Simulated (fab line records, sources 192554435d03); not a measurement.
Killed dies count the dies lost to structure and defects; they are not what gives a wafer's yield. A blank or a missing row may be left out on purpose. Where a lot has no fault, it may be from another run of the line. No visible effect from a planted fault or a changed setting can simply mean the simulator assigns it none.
fab line records    flow n5Finfet
record: lots: 5  wafers: 15  lastDay: 15
route steps=1938 shown BEOL_M0_SAQP@687 BEOL_M0_CUTY@701 BEOL_M0@715 BEOL_M4@1111
lots untouched by any fault: they come from a run of this same line in which no faults occurred
startH: hours from the record's first day to the start of the lot's first wafer shown    waitH: hours since the lot's step before    " same as the row above    L1.1+2: one row covering several wafers at once    - value missing, or start not given    * or withheld: withheld    < > ~ a bound
route shown NAME@n: a module of which the file shows steps, and the number in the route of the first    usual: the fault-free wafers' mean and standard deviation    same: alike in all rows    chamber/n: place in a boat    sites: per-site readings    _std_site: their standard deviation    _edge_site: outer sites' mean less inner sites'    radiusMm: for every site, how far away it sits from the centre of the wafer    mask NAME#n: copy n    behind: the last tool/chamber to shape the wafer    hold: why the lot went on hold/how many hours it stayed there/how the hold came to an end    device: which transistor (n, p or np) failed to switch    end of line: at the end of the route, the tests of the same wafers    step lacking rows: just its recipe    killed: at the first sort, the dies lost to defects and structure; wafer yield is something else    map: dies across one wafer; x = killed, . = not, _ = none there
set.NAME: setting as actually run; set.NAME@STEP: the setting as run at that earlier step    model.NAME: the simulator's own value behind a step, which no gauge read
certain route steps with their lots: each step a table, each wafer a row
services: the hour from which a tool's chamber was out of use, counted from the record's first day as startH (under 0 if before that day), plus the number of hours and why
== steps ==
step: N5_BEOL_M0_SAQP_PEB_38
recipe: pebTempC: 100  pebTimeS: 60  resist: CAR-EUV
step: N5_BEOL_M0_SAQP_DEVELOP_39
recipe: developTimeS: 30  developer: TMAH  resist: CAR-EUV  rinseLiquid: surfactantRinse  dry: airSpin  devTempC: 23
step: N5_BEOL_M0_SAQP_DESCUM_45
recipe: chemistry: O2  timeS: 7  sourcePowerW: 50  biasPowerW: 20  pressureMtorr: 20  rfFrequencyHz: 2.712e+07  tempC: 40  resist: CAR-EUV  o2FlowSccm: 225
step: N5_BEOL_M0_SAQP_ETCH_88
recipe: chemistry: N2/H2  target: underlayer  targetDepthA: 65  timeS: 5.2  ionEnergyEv: 200  maskMaterial: CAR-EUV  pressureMtorr: 30  sourceW: 840  biasW: 150  n2FlowSccm: 200  h2FlowSccm: 200  ends: cleared
step: N5_BEOL_M0_SAQP_ETCH_73
recipe: chemistry: CF4  target: SiARC  targetDepthA: 195  maskMaterial: CAR-EUV  timeS: 32.5  ionEnergyEv: 80  pressureMtorr: 40  sourceW: 545  biasW: 36  Ar_flow_sccm: 100  cf4FlowSccm: 100  ends: cleared
step: N5_BEOL_M0_SAQP_CUT_ETCH_46
recipe: chemistry: N2/H2  target: SOC  targetDepthA: 1350  overetchA: 270  tempC: 40  timeS: 202.5  ionEnergyEv: 200  maskMaterial: SiARC  pressureMtorr: 30  sourceW: 840  biasW: 150  n2FlowSccm: 200  h2FlowSccm: 200
step: N5_BEOL_M0_SAQP_STRIP_74
recipe: chemistry: N2/H2  tempC: 40  n2FlowSccm: 200  h2FlowSccm: 200  rfFrequencyHz: 6e+07
step: N5_BEOL_M0_SAQP_STRIP_89
recipe: chemistry: N2/H2  tempC: 40  n2FlowSccm: 200  h2FlowSccm: 200  rfFrequencyHz: 6e+07
step: N5_BEOL_M0_SAQP_ALD_48
recipe: material: SiO2  targetThkA: 200  tempC: 100  aldPrecursorFamily: BDEAS  aldCoReactant: O2-plasma  pulseTimeS: 1  coReactantPulseTimeS: 1  purgeTimeS: 2  coReactantPurgeTimeS: 2  aldCycles: 139  pressureTorr: 2
step: N5_BEOL_M0_SAQP_ETCH_49
recipe: chemistry: CF4/O2  targetDepthA: 370  target: SiO2  pressureMtorr: 40  sourceW: 535  biasW: 49  Ar_flow_sccm: 100  cf4FlowSccm: 100  O2_flow_sccm: 10  ionEnergyEv: 100
usual: biasW: 48.98/0.14  drypumpMotorCurrentA: 5.6/0.52  oesProductAu: 0.77/0.082  rfFwdPowerW: 532.6/2  rfVppV: 240.5/2.1  showerheadPlenumPTorr: 2.22/0.091  throttleValvePct: 15.79/0.17
lot.wafer  tool        chamber  startH  waitH  biasW  drypumpMotorCurrentA  oesProductAu  rfFwdPowerW  rfHoursCounterH  rfVppV  showerheadPlenumPTorr  throttleValvePct  model.etch.depthNm  model.BEOL_M0_SAQP.featureDepthNm  model.SOC_of_BEOL_M0_SAQP_COAT_69.thkNm
L549.1     rieDiel-03  3        122.55  0.3    49.03  5.2                   0.79          531.8        107              240.3   2.06                   15.65             37.39               37.4                               70.2
L549.2     "           1        "       "      48.80  5.4                   0.76          533.0        159              242.6   2.28                   15.70             37.65               37.6                               70.6
L549.6     "           1        "       "      48.73  5.4                   0.76          531.4        -                244.7   2.28                   15.70             37.74               37.8                               70
L562.1     rieDiel-03  2        205.20  0.4    48.86  5.2                   0.74          531.8        158              239.6   2.28                   15.78             36.63               36.6                               70.4
L562.4     "           1        "       "      48.89  5.4                   1.04          533.4        181              242.7   2.28                   15.75             61.66               61.6                               57.6
L562.6     "           2        "       "      49.00  5.2                   1.04          530.2        -                239.5   2.28                   15.76             60.49               60.4                               58.2
L563.1     rieDiel-03  2        207.88  0.3    49.01  5.2                   0.74          530.1        159              237.3   2.28                   15.77             36.81               36.8                               70.6
L563.4     "           0        "       "      49.07  5.3                   0.98          534.1        236              241.5   2.26                   15.85             60.31               60.4                               58.4
L563.5     "           0        "       "      49.03  5.3                   0.69          534.2        -                243.4   2.26                   15.86             36.44               36.4                               71
L564.2     rieDiel-03  3        211.55  0.3    49.06  5.2                   0.76          529.9        133              238.9   2.05                   15.71             36.99               37                                 70.8
L564.4     "           1        "       "      49.08  5.4                   1.05          531.3        183              242.7   2.28                   15.75             62.35               62.4                               57.4
L564.5     "           0        "       "      48.76  5.4                   0.70          534.3        -                242.9   2.26                   15.85             36.33               36.4                               71.2
L565.1     rieDiel-01  1        218.00  0.3    48.85  5.8                   0.89          534.2        44               241.4   2.33                   15.59             37.51               37.6                               70
L565.2     "           3        "       "      48.85  4.8                   0.96          533.5        7                239.8   2.26                   15.45             38.03               38                                 69.8
L565.3     "           2        "       "      48.82  6.4                   0.73          531.8        197              239.5   2.27                   16.19             36.66               36.6                               70.4
step: N5_BEOL_M0_SAQP_STRIP_75
recipe: chemistry: CF4  resist: SiARC  powerW: 300  biasPowerW: 75  pressureMtorr: 50  cf4FlowSccm: 150  rfFrequencyHz: 6e+07
step: N5_BEOL_M0_CUTY_COAT_50
recipe: resist: SiARC  tempC: 220  timeS: 60  spinRpm: 1500  resistThkNm: 15
step: N5_BEOL_M0_CUTY_COAT_51
recipe: resist: CAR-ArF-block  spinRpm: 1500  resistThkNm: 150
step: N5_BEOL_M0_CUTY_EBR_52
recipe: solvent: PGMEA  ebrWidthMm: 1.5
step: N5_BEOL_M0_CUTY_SOFTBAKE_53
recipe: tempC: 110  timeS: 60  resist: CAR-ArF-block
step: N5_BEOL_M0_CUTY_EXPOSE_54
recipe: maskId: M0_ABLK  na: 1.35  sourceShape: conventional  sigmaOuter: 0.8  polarization: unpolarized  doseMj: 36
step: N5_BEOL_M0_CUTY_PEB_55
recipe: pebTempC: 110  pebTimeS: 60  resist: CAR-ArF-block
step: N5_BEOL_M0_CUTY_DEVELOP_56
recipe: developTimeS: 30  developer: TMAH  resist: CAR-ArF-block  rinseLiquid: diw  dry: airSpin  devTempC: 23
step: N5_BEOL_M0_CUTY_DESCUM_61
recipe: chemistry: O2  timeS: 7.9  sourcePowerW: 50  biasPowerW: 20  pressureMtorr: 20  rfFrequencyHz: 2.712e+07  tempC: 40  resist: CAR-ArF-block  o2FlowSccm: 225
step: N5_BEOL_M0_CUTY_ETCH_62
recipe: chemistry: CF4  target: SiARC  maskMaterial: CAR-ArF-block  timeS: 58.5  ionEnergyEv: 80  pressureMtorr: 40  sourceW: 545  biasW: 36  Ar_flow_sccm: 100  cf4FlowSccm: 100  ends: cleared
step: N5_BEOL_M0_CUTY_ETCH_63
recipe: chemistry: N2/H2  target: SOC  targetDepthA: 827  overetchA: 165  maskMaterial: SiARC  tempC: 40  ionEnergyEv: 200  timeS: 124  pressureMtorr: 30  sourceW: 840  biasW: 150  n2FlowSccm: 200  h2FlowSccm: 200
usual: biasW: 150.0/0.44  drypumpMotorCurrentA: 5.8/0.56  oesProductAu: 0.64/0.057  rfFwdPowerW: 836.7/2.4  rfVppV: 523.7/2.6  showerheadPlenumPTorr: 2.54/0.088  throttleValvePct: 17.86/0.29
lot.wafer  tool        chamber  startH  waitH  biasW  drypumpMotorCurrentA  oesProductAu  rfFwdPowerW  rfHoursCounterH  rfVppV  showerheadPlenumPTorr  throttleValvePct  model.etch.depthNm
L549.1     rieDiel-02  3        123.94  0.0    150.2  5.1                   0.56          834.6        206              522.8   2.53                   18.41             70.17
L549.2     "           1        "       "      151.0  5.5                   0.59          834.7        193              526.7   2.64                   18.10             70.5
L549.6     "           3        "       "      149.9  5.1                   0.56          836.5        -                523.6   2.53                   18.42             70
L562.1     rieDiel-06  2        205.86  0.0    150.4  5.9                   0.59          838.4        170              520.7   2.43                   17.65             70.44
L562.4     "           1        "       "      150.1  5.7                   0.54          837.8        152              527.8   2.65                   18.23             57.51
L562.6     "           2        "       "      150.1  5.9                   0.54          837.4        -                520.0   2.43                   17.65             58.29
L563.1     rieDiel-06  3        208.42  0.0    150.0  4.9                   0.65          838.0        105              523.8   2.57                   18.04             70.67
L563.4     "           2        "       "      150.3  5.9                   0.53          834.2        170              521.3   2.43                   17.64             58.34
L563.5     "           2        "       "      149.8  6.0                   0.59          834.5        -                520.8   2.43                   17.65             70.95
L564.2     rieDiel-04  2        212.09  0.0    149.7  5.9                   0.66          836.4        84               522.5   2.47                   17.90             70.77
L564.4     "           0        "       "      150.4  6.5                   0.72          842.1        -                521.4   2.49                   17.48             57.43
L564.5     "           3        "       "      149.8  6.0                   0.67          837.8        -                528.1   2.69                   17.73             71.13
L565.1     rieDiel-04  1        218.62  0.0    150.5  5.9                   0.75          837.7        17               523.4   2.49                   17.69             70.03
L565.2     "           2        "       "      150.5  5.9                   0.66          838.9        87               521.6   2.46                   17.89             69.71
L565.3     "           3        "       "      149.3  6.0                   0.67          841.5        75               527.9   2.68                   17.72             70.49
step: N5_BEOL_M0_CUTY_STRIP_64
recipe: chemistry: N2/H2  tempC: 40  n2FlowSccm: 200  h2FlowSccm: 200  rfFrequencyHz: 6e+07
step: N5_BEOL_M0_ETCH_138
recipe: chemistry: CH3F/O2  targetDepthA: 120  target: SiCN  timeS: 31.6  ionEnergyEv: 120  pressureMtorr: 30  sourceW: 395  biasW: 75  Ar_flow_sccm: 150  CH3F_flow_sccm: 30  O2_flow_sccm: 20  ends: cleared
step: N5_BEOL_M0_HM_OPEN_105
recipe: chemistry: Cl2/BCl3  targetDepthA: 120  target: TiN  ionEnergyEv: 150  pressureMtorr: 10  icpW: 1000  biasW: 126  Cl2_flow_sccm: 53.25  bcl3FlowSccm: 21.75  Ar_flow_sccm: 25
step: N5_BEOL_M0_STRIP_140
recipe: chemistry: CF4  resist: SiARC  powerW: 300  biasPowerW: 75  pressureMtorr: 50  cf4FlowSccm: 150  rfFrequencyHz: 6e+07
usual: drypumpMotorCurrentA: 5.8/0.55  oesProductAu: 0.78/0.075  rfFwdPowerW: 292.7/1  rfVppV: 271.2/1.8  showerheadPlenumPTorr: 1.79/0.054  throttleValvePct: 13.60/0.27
lot.wafer  tool        chamber  startH  waitH  drypumpMotorCurrentA  oesProductAu  rfFwdPowerW  rfHoursCounterH  rfVppV  showerheadPlenumPTorr  throttleValvePct  model.SiO2_of_BEOL_M0_SAQP_ALD_48.thkNm
L549.1     rieDiel-04  3        129.05  0.1    6.0                   0.85          292.9        37               273.7   1.90                   13.37             11
L549.2     "           1        "       "      5.9                   0.68          293.0        244              270.9   1.77                   13.93             10.8
L549.6     "           1        "       "      5.9                   0.67          295.1        -                269.5   1.77                   13.91             10.6
L562.1     rieDiel-02  2        210.53  0.3    6.5                   0.81          292.8        93               272.0   1.80                   13.67             11.4
L562.4     "           1        "       "      5.5                   0.69          291.7        220              269.9   1.84                   13.87             5.6
L562.6     "           2        "       "      6.5                   0.82          291.6        -                273.9   1.80                   13.66             5.6
L563.1     rieDiel-04  3        210.84  0.1    6.0                   0.81          293.0        72               270.1   1.89                   13.46             11.4
L563.4     "           0        "       "      6.5                   0.96          292.7        -                270.5   1.77                   13.30             5.6
L563.5     "           3        "       "      6.0                   0.82          294.4        -                270.9   1.89                   13.47             11.8
L564.2     rieDiel-02  2        217.99  0.1    6.5                   0.81          293.3        96               272.2   1.80                   13.66             11.2
L564.4     "           0        "       "      5.2                   0.85          292.6        38               271.4   1.75                   13.05             5.6
L564.5     "           2        "       "      6.5                   0.80          292.4        -                271.4   1.80                   13.65             11.6
L565.1     rieDiel-04  0        219.96  0.1    6.5                   0.93          292.0        5                270.4   1.77                   13.31             11
L565.2     "           3        "       "      6.0                   0.81          291.8        76               272.9   1.89                   13.48             10.4
L565.3     "           2        "       "      5.8                   0.80          295.4        87               270.1   1.74                   13.55             11.6
step: N5_BEOL_M0_STRIP_104
recipe: chemistry: N2/H2  powerW: 450  tempC: 40  pressureMtorr: 20  rfFrequencyHz: 6e+07  overashFraction: 0.3  biasPowerW: 7  h2Frac: 0.5  n2FlowSccm: 200  h2FlowSccm: 200
step: N5_BEOL_M4_RC_MEAS_101
usual: DIBL_N: 36.3/1  DIBL_P: 36.2/1.4  IOFF_N: 0.157/0.021  IOFF_P: 0.206/0.025  ION_N: 673/9  ION_P: 461/6.4  SS_N: 71.5/0.5  SS_P: 73.2/0.47  VT_N: 249.9/2.4  VT_P: -250.6/2.9
lot.wafer  tool       chamber  startH  waitH  DIBL_N[mV/V]  DIBL_P[mV/V]  IOFF_N[nA/um]  IOFF_P[nA/um]  ION_N[uA/um]  ION_P[uA/um]  SS_N[mV/dec]  SS_P[mV/dec]  VT_N[mV]  VT_P[mV]
L549.1     prober-01  0        173.24  0.0    37.1          36.7          0.159          0.207          667           459           71.2          73.3          249.3     -251.0
L549.2     "          0        "       "      36.7          35.9          0.154          0.192          669           457           71.2          73.5          252.6     -253.4
L549.6     "          0        "       "      35.7          35.5          0.141          0.186          680           465           70.9          73.5          251.5     -252.5
L562.1     prober-01  0        251.80  0.0    36.8          35.5          0.187          0.244          677           463           71.0          73.3          247.5     -244.9
L562.4     "          0        "       "      36.8          36.0          0.185          0.234          688           465           71.7          73.6          246.7     -245.9
L562.6     "          0        "       "      38.6          38.3          0.231          0.281          700           475           72.1          73.8          243.9     -246.2
L564.2     prober-01  0        255.78  0.2    35.6          33.8          0.126          0.183          664           460           71.2          72.9          251.8     -251.5
L564.4     "          0        "       "      35.0          33.9          0.120          0.179          667           457           70.8          73.3          252.0     -251.5
L564.5     "          0        "       "      38.7          37.9          0.177          0.247          671           464           71.3          73.9          247.2     -248.3
L563.1     prober-02  0        263.38  0.0    36.6          36.2          0.157          0.230          686           472           71.8          73.2          248.0     -243.7
L563.4     "          0        "       "      35.8          35.5          0.146          0.223          682           474           70.7          72.7          247.2     -247.0
L563.5     "          0        "       "      37.2          35.9          0.153          0.236          670           465           71.6          72.6          249.0     -248.2
L565.1     prober-02  0        268.33  0.0    35.8          37.4          0.156          0.204          668           457           71.8          73.7          249.6     -252.1
L565.2     "          0        "       "      36.3          37.3          0.171          0.208          682           462           71.4          72.8          248.6     -249.7
L565.3     "          0        "       "      36.2          36.7          0.161          0.196          676           461           71.2          72.6          249.1     -251.0
== services ==
tool        chamber  startH  hours  kind
rieDiel-04  1        108.49  18.2   repair
rieDiel-01  3        132.83  3.4    repair
rieDiel-03  -        137.82  2.8    pm
rieDiel-04  1        151.30  -      clean
rieDiel-04  1        151.30  -      consumableReplace:focusRing
rieDiel-04  1        151.30  20.6   scheduledDown
rieDiel-04  1        151.30  20.6   ventCycle
rieDiel-06  2        154.30  2.7    repair
rieDiel-01  0        171.33  5.5    repair
rieDiel-01  3        177.07  -      clean
rieDiel-01  3        177.07  -      consumableReplace:focusRing
rieDiel-01  3        177.07  20.5   scheduledDown
rieDiel-01  3        177.07  20.5   ventCycle
rieDiel-02  -        187.98  14.6   pm
rieDiel-04  0        191.11  -      clean
rieDiel-04  0        191.11  -      consumableReplace:focusRing
rieDiel-04  0        191.11  17.0   scheduledDown
rieDiel-04  0        191.11  17.0   ventCycle
rieDiel-01  0        197.61  -      clean
rieDiel-01  0        197.61  -      consumableReplace:focusRing
rieDiel-01  0        197.61  26.5   scheduledDown
rieDiel-01  0        197.61  26.5   ventCycle
rieDiel-01  -        202.49  2.8    pm
rieDiel-04  1        209.25  5.5    repair
== key ==
firstSign: step: N5_BEOL_M0_SAQP_ETCH_49  reading: oesProductAu  direction: up  sigmas: 3.1  usual: 0.77  struck: 1.03
effect none on later readings
modelEffect: step: N5_BEOL_M0_SAQP_ETCH_49  value: etch.depthNm  without: 37.07  struck: 61.2
modelEffect: step: N5_BEOL_M0_CUTY_ETCH_63  value: etch.depthNm  without: 70.52  struck: 57.89
modelEffect: step: N5_BEOL_M0_STRIP_140  value: SiO2_of_BEOL_M0_SAQP_ALD_48.thkNm  without: 11.2  struck: 5.6
metAt N5_BEOL_M0_SAQP_ETCH_49
struckWafers L562.4,L562.6,L563.4,L564.4
onsetBetween 122.55 205.20
fault: kind: processParameterDrift  tool: rieDiel-03  chamber: -  onsetH: 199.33  steps: N5_BEOL_M0_SAQP_ETCH_49  channel: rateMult  offset: 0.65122  shape: step  endH: 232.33  scope: struckWafersOnly
